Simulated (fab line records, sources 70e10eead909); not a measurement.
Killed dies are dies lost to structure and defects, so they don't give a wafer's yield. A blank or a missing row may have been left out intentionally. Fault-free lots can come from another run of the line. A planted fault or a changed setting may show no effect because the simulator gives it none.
Problem report in the 8D (eight disciplines) form, filled by code	flow nand_harc	the parts of the form that need people (team, actions taken, sign-off) are left out

== 1. WHAT WENT WRONG ==
oes_product_au at NHARC_P_M2_ETCH_28 reads a mean of 0.853 a.u. on 1 wafer of 1 lot; wafers without a fault read 1.001 a.u. with a standard deviation of 0.012. Measured from the usual mean, that is -12 standard deviations.
The step: etches the open film in CF4/N2, target depth 30 nm, time 72.99 s.
First seen on wafer L371.4, day 8 09:00, on rie_diel-09. Wafers with a number at this step in the record: 33, from 11 lots. The rule behind "out" and "out of limits": a value lying over 4 standard deviations away from the usual mean. The rest of the wafers with a number are treated as sound.

== 2. WHAT IT IS, WHAT IT ISN'T ==
question	is	is not
which readings at this step	oes_product_au	drypump_motor_current_A, rf_vpp_V, showerhead_plenum_p_Torr, throttle_valve_pct
which lots	L371	L363, L365, L367, L377, L378, L380, L381, L383, L385, L386
which wafers of those lots	L371.4	L371.1, L371.6
read on which tools	rie_diel-09	rie_diel-01, rie_diel-05
when	from day 8 09:00	up to then (11 sound wafers); but 21 sound wafers of L377, L378, L380, L381, L383, L385, L386 came after

== 3. THE SUSPECTS, EACH WITH WHAT RULES IT OUT ==
Counting: a tool at a process step up to the reading stays a suspect if it ran every lot that is out. Sound lots after the first of them don't rule it out here, since some wafers of a struck lot are sound.
- rie_diel-01 at NHARC_P_M2_ETCH_35 (etches the open film in N2/H2, target depth 40 nm, overetch 12 nm, time 43.94 s): kept. It ran the lot that is out, L371 (day 8 08:28).
- rie_diel-09 at NHARC_P_M2_ETCH_28 (etches the open film in CF4/N2, target depth 30 nm, time 72.99 s): kept. The lot that is out, L371, ran on it at day 8 09:00; the last sound lot it ran before that was L363, at day 6 18:59. Its own oes_product_au readings are out on those wafers.
- rie_diel-01, NHARC_P_M2_ETCH_35: wafers that are out in chamber 3, sound lot-mates in chambers 0, 2.
- rie_diel-09, NHARC_P_M2_ETCH_28: wafers that are out in chamber 3, sound lot-mates in chambers 0, 1.
The count leaves rie_diel-09 at NHARC_P_M2_ETCH_28 and rie_diel-01 at NHARC_P_M2_ETCH_35.

== 4. THE CAUSE (what the simulator had put in) ==
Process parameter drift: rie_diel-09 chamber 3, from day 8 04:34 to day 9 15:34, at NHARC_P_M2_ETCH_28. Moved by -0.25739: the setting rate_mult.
2 suspects survive the count, and this tool is in that group.

== 5. THE CHAIN OF EFFECTS, in route order ==
Each row: a reading where the mean over the struck wafers with a number is more than 3 standard deviations away from the usual. Scope: only readings with a usual standard deviation given in the record; hours: median across lots of the time from each lot's start at the first step in this table that gives one to its start at this step; sigmas: change in usual standard deviations.
hours	step	reading	usual	on struck wafers	change	sigmas
0	NHARC_P_M2_ETCH_28	oes_product_au	1.001 a.u.	0.853	-0.148	-12
Process steps it contains:
- NHARC_P_M2_ETCH_28: etches the open film in CF4/N2, target depth 30 nm, time 72.99 s.
Later measuring or inspecting steps at which every struck wafer that the step has a row for has a number for every such reading, and none has moved that far: NHARC_P_M2_THK_MEAS_24, NHARC_END_SORT_01.

== 6. WHAT WOULD HAVE CAUGHT IT SOONER ==
First out-of-limits reading in this record: day 8 09:00, which is 4 hours after fault onset at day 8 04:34.
